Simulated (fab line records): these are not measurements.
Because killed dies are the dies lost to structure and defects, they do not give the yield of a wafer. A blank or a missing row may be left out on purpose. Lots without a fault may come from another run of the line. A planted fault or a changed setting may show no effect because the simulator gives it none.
fab line records | flow nand-harc
record lots=5 wafers=15 last-day=23
route steps=1159 shown A_CONTACT@960 A_BLC@964 END@1159
lots untouched by any fault: they come from a run of this same line in which no faults occurred
start-h: the number of hours between the record's first day and the start of the first shown wafer of the lot | wait-h: hours since the lot's step before | " unchanged from the row above | L1.1+2: one row covering several wafers at once | - either no value or no given start | * or withheld: withheld | < > ~ a bound
route shown NAME@n: a module of which the file shows steps, and the number in the route of the first | usual: mean/standard deviation taken from wafers without a fault | same: alike in all rows | chamber/n: place in a boat | sites: per-site readings | _std_site: the standard deviation of these | _edge_site: inner sites' mean taken away from outer sites' mean | radius-mm: how far each site lies from the wafer's centre | mask NAME#n: copy n | behind: the most recent tool/chamber to have shaped the wafer | hold: cause of the lot's hold/its duration in hours/its outcome | device: transistor that didn't switch, given as n, p or np | end of line: the same wafers' tests at the end of the route | a step without rows: its recipe alone | killed: at the first sort, the dies lost to defects and structure; wafer yield is something else | map: a wafer's dies, x killed, . not, _ none there
set.NAME: the setting the step ran with; set.NAME@STEP: the setting that earlier step ran with | model.NAME: the simulator's own value behind a step, which no gauge read
certain route steps with their lots: each step a table, each wafer a row
services: the hour from which a tool's chamber was out of use, counted from the record's first day as start-h (under 0 if before that day), plus the number of hours and why
## steps
# step NHARC_A_CONTACT_CMP_20
# recipe t-overpolish-s=30 target-thk-nm=300
# usual motor-current-A=12.3/0.98 overpolish-run-s=30.000/0.009 time-to-endpoint-s=61/3.4
# same t-overpolish-s=30
# columns lot.wafer tool chamber start-h wait-h motor-current-A overpolish-run-s time-to-endpoint-s
L935.3 cmp-01 2 406.06 0.5 11.4 29.997 58
L935.1 " 3 " " 12.7 29.997 55
L935.6 " 3 " " 13.7 30.016 56
L937.4 cmp-01 2 450.09 0.4 11.5 30.011 55
L937.3 " 0 " " 11.3 29.991 62
L937.5 " 2 " " 11.9 30.013 58
L943.4 cmp-01 1 460.27 0.4 12.1 29.996 64
L943.2 " 2 " " 11.2 30.006 56
L943.5 " 1 " " 11.9 30.006 66
L953.3 cmp-03 2 498.93 0.4 11.1 30.004 60
L953.1 " 3 " " 13.7 30.007 62
L953.5 " 1 " " 12.5 30.011 58
L952.3 cmp-03 1 499.37 0.4 12.1 30.025 59
L952.4 " 2 " " 12.5 29.999 64
L952.6 " 3 " " 14.0 30.004 60
# step NHARC_A_CONTACT_SRD_22
# step NHARC_A_CONTACT_INSPECT_23
# usual raw-defect-count=466/170
# columns lot.wafer tool chamber start-h wait-h raw-defect-count
L935.1 defect-inspect-02 - 406.46 0.1 481
L935.3 " - " " 308
L935.6 " - " " 512
L937.3 defect-inspect-02 - 450.49 0.1 477
L937.4 " - " " 494
L937.5 " - " " 381
L943.2 defect-inspect-02 - 460.65 0.1 397
L943.4 " - " " 451
L943.5 " - " " 607
L953.1 defect-inspect-01 - 499.30 0.1 410
L953.3 " - " " 461
L953.5 " - " " 370
L952.3 defect-inspect-02 - 499.73 0.1 659
L952.4 " - " " 810
L952.6 " - " " 560
# step NHARC_A_BLC_DEHYDRATE_00
# recipe temp-c=150 time-s=120
# step NHARC_A_BLC_HMDS_01
# recipe time-s=30
# step NHARC_A_BLC_COAT_02
# recipe temp-c=260 time-s=75
# step NHARC_A_BLC_COAT_03
# recipe temp-c=225 time-s=65
# step NHARC_A_BLC_COAT_04
# recipe spin-rpm=1500 resist-thk-nm=90
# step NHARC_A_BLC_SOFTBAKE_05
# recipe temp-c=105 time-s=55
# step NHARC_A_BLC_EBR_06
# step NHARC_A_BLC_EXPOSE_07
# recipe na=1.35 target-cd-nm=100 dose-mj=67.97 mask-id=A_BLC
# step NHARC_A_BLC_PEB_08
# recipe peb-temp-c=100 peb-time-s=65
# usual heater-power-total-W=156.6/0.43
# columns lot.wafer tool chamber start-h wait-h heater-power-total-W
L935.1 litho-track-06 0 406.89 0.1 156.3
L935.3 " 0 " " 156.3
L935.6 " 0 " " 156.3
L937.3 litho-track-01 0 450.92 0.0 156.7
L937.4 " 0 " " 156.8
L937.5 " 0 " " 155.9
L943.2 litho-track-06 0 461.08 0.1 157.2
L943.4 " 0 " " 156.6
L943.5 " 0 " " 156.8
L953.1 litho-track-04 0 499.61 0.1 156.1
L953.3 " 0 " " 156.0
L953.5 " 0 " " 157.0
L952.3 litho-track-04 0 500.16 0.0 156.6
L952.4 " 0 " " 157.1
L952.6 " 0 " " 155.9
# step NHARC_A_BLC_DEVELOP_09
# recipe develop-time-s=35 dev-temp-c=23
# step NHARC_A_BLC_CD_MEAS_10
# recipe target-cd-nm=100 landing-energy-ev=500
# usual cd-nm=100.2/0.47
# same landing-energy-ev=500
# columns lot.wafer tool chamber start-h wait-h cd-nm
L935.1 cd-sem-02 0 406.97 - 100.0
L935.3 " 0 " " 99.8
L935.6 " 0 " " 99.7
L937.3 cd-sem-01 0 451.00 - 100.8
L937.4 " 0 " " 100.1
L937.5 " 0 " " 100.3
L943.2 cd-sem-02 0 461.16 - 107.5
L943.4 " 0 " " 100.2
L943.5 " 0 " " 100.9
L953.1 cd-sem-02 0 499.69 - 99.5
L953.3 " 0 " " 100.1
L953.5 " 0 " " 99.9
L952.3 cd-sem-03 0 500.24 - 100.0
L952.4 " 0 " " 100.8
L952.6 " 0 " " 99.8
# step NHARC_A_BLC_OVL_MEAS_11
# usual overlay-x-nm=0.0/1 overlay-y-nm=0.2/0.82
# columns lot.wafer tool chamber start-h wait-h overlay-x-nm overlay-y-nm
L935.1 overlay-02 - 407.06 - -0.9 0.0
L935.3 " - " " -0.1 0.4
L935.6 " - " " -0.2 0.8
L937.3 overlay-02 - 451.09 - -1.3 -0.1
L937.4 " - " " -1.2 0.6
L937.5 " - " " -0.7 0.5
L943.2 overlay-02 - 461.24 - -0.5 0.2
L943.4 " - " " -0.7 0.4
L943.5 " - " " -0.4 -0.1
L953.1 overlay-01 - 499.78 - -0.2 1.4
L953.3 " - " " -0.4 0.8
L953.5 " - " " -0.5 0.8
L952.3 overlay-02 - 500.32 - -0.8 -1.2
L952.4 " - " " -0.8 -1.8
L952.6 " - " " -0.3 -1.2
# step NHARC_A_BLC_INSPECT_12
# usual raw-defect-count=28/15
# columns lot.wafer tool chamber start-h wait-h raw-defect-count
L935.1 defect-inspect-01 - 407.10 0.0 19
L935.3 " - " " 28
L935.6 " - " " 19
L937.3 defect-inspect-01 - 451.12 0.0 41
L937.4 " - " " 44
L937.5 " - " " 47
L943.2 defect-inspect-01 - 461.28 0.0 49
L943.4 " - " " 50
L943.5 " - " " 60
L953.1 defect-inspect-02 - 499.81 0.0 58
L953.3 " - " " 52
L953.5 " - " " 48
L952.3 defect-inspect-01 - 500.36 0.0 14
L952.4 " - " " 14
L952.6 " - " " 14
# step NHARC_A_BLC_DESCUM_15
# recipe time-s=3 o2-flow-sccm=200 ar-flow-sccm=0 bias-power-w=0 chemistry=O2
# usual drypump-motor-current-A=5.7/0.42 oes-product-au=1.000/0.011 rf-vpp-V=57.9/0.99 showerhead-plenum-p-Torr=1.92/0.094 throttle-valve-pct=11.312/0.0089
# columns lot.wafer tool chamber start-h wait-h drypump-motor-current-A oes-product-au rf-hours-counter-h rf-vpp-V showerhead-plenum-p-Torr throttle-valve-pct model.A_BLC.cd-nm
L935.3 rie-diel-09 1 407.17 0.1 4.9 1.009 13 56.7 2.00 11.302 99.19
L935.1 " 3 " " 6.0 0.998 15 58.2 1.84 11.303 99.11
L935.6 " 0 " " 6.3 1.000 - 58.3 1.81 11.311 99.45
L937.3 rie-diel-03 1 451.20 0.1 5.4 1.004 7 57.8 2.03 11.300 100.6
L937.4 " 2 " " 5.3 1.005 5 58.2 1.95 11.313 100.2
L937.5 " 0 " " 6.0 1.009 - 58.1 1.86 11.323 100.1
L943.2 rie-diel-09 1 461.36 0.1 4.9 0.995 3 58.6 1.99 11.303 106.7
L943.4 " 2 " " 5.4 0.992 3 55.9 1.80 11.317 100.6
L943.5 " 3 " " 6.0 0.989 - 56.3 1.84 11.316 99.97
L953.3 rie-diel-03 1 499.88 0.1 5.4 0.997 13 57.8 2.02 11.325 99.95
L953.1 " 2 " " 5.2 0.998 12 57.0 1.95 11.291 99.69
L953.5 " 0 " " 6.0 1.013 - 57.8 1.86 11.310 100.4
L952.4 rie-diel-09 1 500.42 0.1 4.9 0.987 7 58.3 1.99 11.309 100.1
L952.3 " 3 " " 6.0 1.001 6 58.8 1.84 11.316 99.26
L952.6 " 2 " " 5.4 0.990 - 57.7 1.80 11.310 99.89
# step NHARC_A_BLC_ETCH_16
# recipe target-depth-a=390 over-etch-frac=0.3 time-s=65 ion-energy-ev=80 cf4-flow-sccm=150 ar-flow-sccm=0 rf-w=300 bias-w=100 chemistry=CF4
# usual drypump-motor-current-A=5.6/0.42 oes-product-au=0.999/0.011 rf-vpp-V=151.5/1.3 showerhead-plenum-p-Torr=1.78/0.081 throttle-valve-pct=13.284/0.0079
# columns lot.wafer tool chamber start-h wait-h drypump-motor-current-A oes-product-au rf-hours-counter-h rf-vpp-V showerhead-plenum-p-Torr throttle-valve-pct
L935.1 rie-diel-09 0 407.24 0.1 6.3 1.002 14 150.1 1.68 13.273
L935.3 " 3 " " 6.0 1.007 15 150.8 1.71 13.276
L935.6 " 1 " " 4.9 1.015 - 152.4 1.84 13.290
L937.4 rie-diel-03 1 451.27 0.1 5.4 0.994 7 152.5 1.86 13.278
L937.3 " 3 " " 5.9 0.993 6 153.0 1.88 13.278
L937.5 " 2 " " 5.3 1.003 - 152.3 1.80 13.268
L943.2 rie-diel-09 1 461.43 0.1 4.9 0.997 3 152.0 1.84 13.276
L943.4 " 2 " " 5.4 0.986 3 150.0 1.67 13.289
L943.5 " 1 " " 4.9 0.996 - 152.8 1.84 13.301
L953.1 rie-diel-03 1 499.96 0.1 5.4 1.012 13 152.5 1.86 13.281
L953.3 " 0 " " 5.9 1.009 12 150.9 1.72 13.288
L953.5 " 2 " " 5.3 0.997 - 152.8 1.80 13.291
L952.4 rie-diel-09 3 500.51 0.1 6.0 0.992 6 150.1 1.70 13.294
L952.3 " 0 " " 6.3 1.001 6 149.6 1.67 13.285
L952.6 " 0 " " 6.3 0.981 - 152.1 1.67 13.295
# step NHARC_A_BLC_ETCH_17
# recipe target-depth-a=3900 over-etch-frac=0.25 time-s=609.38 ion-energy-ev=200 n2-flow-sccm=150 h2-flow-sccm=150 ar-flow-sccm=0 rf-w=400 bias-w=150 chemistry=N2/H2
# usual drypump-motor-current-A=5.7/0.42 oes-product-au=1.000/0.011 rf-vpp-V=430.8/2.9 showerhead-plenum-p-Torr=2.05/0.1 throttle-valve-pct=14.171/0.0097
# columns lot.wafer tool chamber start-h wait-h drypump-motor-current-A oes-product-au rf-hours-counter-h rf-vpp-V showerhead-plenum-p-Torr throttle-valve-pct
L935.3 rie-diel-09 1 - - 4.9 1.008 13 432.6 2.13 14.160
L935.1 " 2 " " 5.4 1.014 14 427.6 1.91 14.176
L935.6 " 1 " " 4.9 1.019 - 433.4 2.13 14.156
L937.4 rie-diel-03 1 - - 5.4 0.998 7 433.7 2.16 14.193
L937.3 " 2 " " 5.3 0.994 5 430.7 2.08 14.174
L937.5 " 1 " " 5.4 1.014 - 433.0 2.16 14.175
L943.4 rie-diel-09 0 - - 6.4 0.997 3 429.3 1.92 14.182
L943.2 " 1 " " 4.9 1.004 3 432.9 2.13 14.188
L943.5 " 3 " " 6.0 0.996 - 427.3 1.96 14.176
L953.1 rie-diel-03 3 - - 6.0 0.996 12 434.3 2.19 14.176
L953.3 " 1 " " 5.4 1.010 13 433.6 2.16 14.166
L953.5 " 3 " " 6.0 0.999 - 434.8 2.19 14.171
L952.3 rie-diel-09 2 - - 5.4 0.996 7 427.4 1.91 14.157
L952.4 " 3 " " 6.0 1.006 6 429.0 1.96 14.161
L952.6 " 2 " " 5.4 1.003 - 426.4 1.91 14.166
# step NHARC_A_BLC_ETCH_18
# recipe target-depth-a=9100 c4f8-flow-sccm=20 o2-flow-sccm=10 ar-flow-sccm=withheld rf-w=600 bias-w=1500 chemistry=C4F8/O2/Ar
# usual oes-product-au=0.959/0.02 rf-vpp-V=979/6.4
# columns lot.wafer tool chamber start-h wait-h oes-product-au rf-hours-counter-h rf-vpp-V model.A_BLC.cd-nm
L935.3 rie-diel-09 0 - - 0.973 14 970 96.31
L935.1 " 1 " " 0.967 13 983 98.02
L935.6 " 2 " " 0.996 - 970 99.16
L937.4 rie-diel-03 3 - - 0.916 6 986 98.84
L937.3 " 0 " " 0.930 6 976 101.3
L937.5 " 3 " " 0.930 - 986 98.73
L943.2 rie-diel-09 0 - - 0.956 3 971 103
L943.4 " 2 " " 0.969 3 971 101
L943.5 " 1 " " 0.960 - 983 96.84
L953.1 rie-diel-03 0 - - 0.947 12 974 98.25
L953.3 " 3 " " 0.929 12 987 97.41
L953.5 " 1 " " 0.929 - 986 97.66
L952.3 rie-diel-09 0 - - 0.974 7 969 97.76
L952.4 " 1 " " 0.945 7 983 97.18
L952.6 " 0 " " 0.970 - 970 100.7
# step NHARC_A_BLC_CD_MEAS_19
# usual cd-nm=98.9/2.4
# columns lot.wafer tool chamber start-h wait-h cd-nm
L935.1 cd-sem-02 - 408.13 - 97.9
L935.3 " - " " 96.4
L935.6 " - " " 99.2
L937.3 cd-sem-01 - 452.15 - 101.3
L937.4 " - " " 99.0
L937.5 " - " " 99.0
L943.2 cd-sem-01 - 462.34 - 103.0
L943.4 " - " " 101.1
L943.5 " - " " 97.0
L953.1 cd-sem-02 - 500.84 - 98.5
L953.3 " - " " 97.3
L953.5 " - " " 97.7
L952.3 cd-sem-02 - 501.39 - 97.6
L952.4 " - " " 97.3
L952.6 " - " " 101.0
# step NHARC_END_SORT_01
# recipe temp-c=25
# usual killed-at-array=26/10 killed-at-other=0.8/1.1 killed-at-periphery=3.3/2.6 killed-dies=30/11 killed-open=3.4/1.8 killed-short=2.0/1.3
# same gross-dies=677
# columns lot.wafer tool chamber start-h wait-h killed-at-array killed-at-other killed-at-periphery killed-dies killed-open killed-short
L937.3 prober-02 0 500.60 3.1 36 0 6 42 6 1
L937.4 prober-02 0 501.41 3.4 40 0 1 41 2 1
L937.5 prober-02 0 502.21 3.7 39 0 3 42 4 4
L943.2 prober-01 0 515.43 2.8 49 0 1 50 3 0
L943.4 prober-01 0 517.03 3.4 29 1 3 33 2 3
L943.5 prober-01 0 517.83 3.7 42 0 6 48 4 5
L953.1 prober-02 0 556.14 2.5 39 1 1 41 2 1
L953.3 prober-02 0 557.73 3.1 46 0 5 51 4 4
L953.5 prober-02 0 559.31 3.7 32 2 8 42 6 1
# killed by level:class
L937.3 A_SLIT:chamber-film-flake=14 A_CHANNEL_HOLE_D1:chamber-film-flake=10 A_STAIRCASE:chamber-film-flake=4 A_CONTACT:chamber-film-flake=4 P_M0:geometric-particle:open=2 A_CHANNEL_FILL_D1:geometric-particle:open=2 P_CONTACT:geometric-particle:open=1 P_M0:geometric-particle:short=1
L937.4 A_SLIT:chamber-film-flake=14 A_CHANNEL_HOLE_D1:chamber-film-flake=11 A_CONTACT:chamber-film-flake=8 A_CHANNEL_FILL_D1:chamber-film-flake=2 A_STAIRCASE:chamber-film-flake=2 A_WL_FILL:geometric-particle:short=1 A_CONTACT:geometric-particle:open=1 A_M0:geometric-particle:open=1
L937.5 A_SLIT:chamber-film-flake=16 A_CHANNEL_HOLE_D1:chamber-film-flake=7 A_STAIRCASE:chamber-film-flake=5 A_CONTACT:chamber-film-flake=4 A_CHANNEL_FILL_D1:geometric-particle:open=3 P_GATE:geometric-particle:short=1 P_M0:geometric-particle:open=1 P_M0:geometric-particle:short=1
L943.2 A_SLIT:chamber-film-flake=19 A_CHANNEL_HOLE_D1:chamber-film-flake=17 A_CONTACT:chamber-film-flake=8 A_STAIRCASE:chamber-film-flake=2 A_CONTACT:geometric-particle:open=1 A_BLC:geometric-particle:open=1 A_M1:geometric-particle:open=1 P_ZERO_WELL:chamber-film-flake=1
L943.4 A_SLIT:chamber-film-flake=12 A_CHANNEL_HOLE_D1:chamber-film-flake=7 A_STAIRCASE:chamber-film-flake=4 A_CONTACT:chamber-film-flake=3 P_CONTACT:geometric-particle:short=1 P_M1:geometric-particle:short=1 A_CONTACT:geometric-particle:open=1 A_BLC:geometric-particle:open=1
L943.5 A_SLIT:chamber-film-flake=17 A_CHANNEL_HOLE_D1:chamber-film-flake=11 A_CONTACT:chamber-film-flake=4 A_STAIRCASE:chamber-film-flake=3 P_M0:geometric-particle:open=2 A_CHANNEL_FILL_D1:geometric-particle:open=2 A_WL_FILL:geometric-particle:short=2 P_M1:geometric-particle:short=1
L953.1 A_SLIT:chamber-film-flake=21 A_CHANNEL_HOLE_D1:chamber-film-flake=15 P_M0:geometric-particle:open=1 A_WL_FILL:geometric-particle:open=1 STARTING-WAFER:geometric-particle:short=1 A_CHANNEL_FILL_D1:chamber-film-flake=1 A_CONTACT:chamber-film-flake=1
L953.3 A_CHANNEL_HOLE_D1:chamber-film-flake=16 A_SLIT:chamber-film-flake=16 A_STAIRCASE:chamber-film-flake=4 A_WL_FILL:geometric-particle:short=3 P_STI:chamber-film-flake=3 A_CONTACT:geometric-particle:open=2 A_CONTACT:chamber-film-flake=2 P_M0:geometric-particle:open=1
L953.5 A_SLIT:chamber-film-flake=16 A_CHANNEL_HOLE_D1:chamber-film-flake=10 P_STI:chamber-film-flake=4 P_M0:geometric-particle:open=3 A_CONTACT:chamber-film-flake=3 A_SOURCE_PLATE:geometric-particle:open=1 A_CONTACT:geometric-particle:open=1 STARTING-WAFER:geometric-particle:open=1
## services
# columns tool chamber start-h hours kind
rie-diel-09 0 385.60 - clean
rie-diel-09 1 385.60 - clean
rie-diel-09 2 385.60 - clean
rie-diel-09 3 385.60 - clean
rie-diel-09 - 385.67 0.6 repair
rie-diel-03 - 392.30 9.0 pm
cmp-03 - 398.86 11.7 repair
rie-diel-09 0 410.10 - clean
rie-diel-09 1 410.10 - clean
rie-diel-09 2 410.10 - clean
rie-diel-09 3 410.10 - clean
rie-diel-03 2 430.71 8.0 repair
rie-diel-09 - 431.10 9.0 pm
rie-diel-09 0 431.10 9.0 vent-cycle
rie-diel-09 1 431.10 9.0 vent-cycle
rie-diel-09 2 431.10 9.0 vent-cycle
rie-diel-09 3 431.10 9.0 vent-cycle
litho-track-01 - 443.00 7.0 pm
cmp-03 - 450.18 4.0 pm
rie-diel-03 1 465.57 1.6 repair
litho-track-06 - 467.00 7.0 pm
cmp-01 - 473.74 4.0 pm
cmp-03 - 476.97 2.1 repair
litho-track-04 - 491.00 7.0 pm
## key
first-sign step=NHARC_A_BLC_CD_MEAS_10 reading=cd-nm direction=up sigmas=16 usual=100.2 struck=107.5
effect none on later readings
model-effect step=NHARC_A_BLC_DESCUM_15 value=A_BLC.cd-nm without=99.6 struck=106.7
model-effect step=NHARC_A_BLC_ETCH_18 value=A_BLC.cd-nm without=95.86 struck=103
met-at NHARC_A_BLC_PEB_08
struck-wafers L943.2
tester-left-out L943
onset-between 406.89 461.08
fault kind=process-parameter-drift tool=litho-track-06 chamber=- onset-h=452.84 steps=NHARC_A_BLC_PEB_08 channel=peb-time-s offset=* shape=step end-h=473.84 scope=struck-wafers-only acts-in=* stated=*
# tester-left-out: of these lots the tester's yield and bins aren't shown, on N5 and GAA mostly nor the transistor test; their killed dies are dies lost to structure and defects alone, not to doping, threshold or leakage, so they don't give the yield
